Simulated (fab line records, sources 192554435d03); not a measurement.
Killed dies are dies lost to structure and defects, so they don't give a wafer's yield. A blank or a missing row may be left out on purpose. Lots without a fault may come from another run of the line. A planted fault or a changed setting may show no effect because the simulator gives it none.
Chamber matching | flow n5_finfet | N5_BEOL_M5_ALD_86 on ald_metal-01: 4 sister chambers
The step deposits TaN, pulse time 2 s, purge time 3 s, co reactant purge time 2 s. 8 wafers are shown with their chamber, then 10 later ones without.

WAFERS WITH THEIR CHAMBER
wafer  | chamber | heater_power_w (W)
L082.3 | 1       | 414
L086.2 | 2       | 417
L086.6 | 3       | 417
L088.1 | 1       | 404
L088.4 | 0       | 434
L088.5 | 2       | 424
L090.3 | 0       | 443
L090.4 | 3       | 406

WAFERS WITHOUT THEIR CHAMBER
wafer  | heater_power_w (W)
L090.6 | 418
L092.1 | 411
L092.2 | 440
L092.3 | 412
L094.1 | 392
L094.4 | 404
L094.6 | 452
L096.3 | 447
L096.4 | 411
L096.6 | 437

WHICH CHAMBER EACH WENT THROUGH
wafer  | from the rows above          | in truth
L090.6 | can't be placed: 2 or 3 or 1 | 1
L092.1 | can't be placed: 3 or 1 or 2 | 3
L092.2 | 0                            | 0
L092.3 | can't be placed: 3 or 1 or 2 | 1
L094.1 | can't be placed: 1 or 3 or 2 | 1
L094.4 | can't be placed: 1 or 3 or 2 | 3
L094.6 | 0                            | 0
L096.3 | 0                            | 0
L096.4 | can't be placed: 3 or 1 or 2 | 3
L096.6 | 0                            | 0
Placed correctly: 4 of 10. Can't be placed from these rows: 6 (the true chamber is among the candidates in 6). Placed wrongly: 0.
How it was worked out, from the rows above alone: a wafer's distance from a chamber is the root of the sum, over the readings, of the square of ((its reading less the chamber's mean) divided by the reading's scatter). The wafer belongs to the nearest chamber; if the next one is less than 2 further off, it can't be placed. A chamber's mean is the mean of its shown wafers. The scatter: the root of (the sum of the squares of (reading less its chamber's mean) over the shown wafers, divided by (wafers less chambers)).
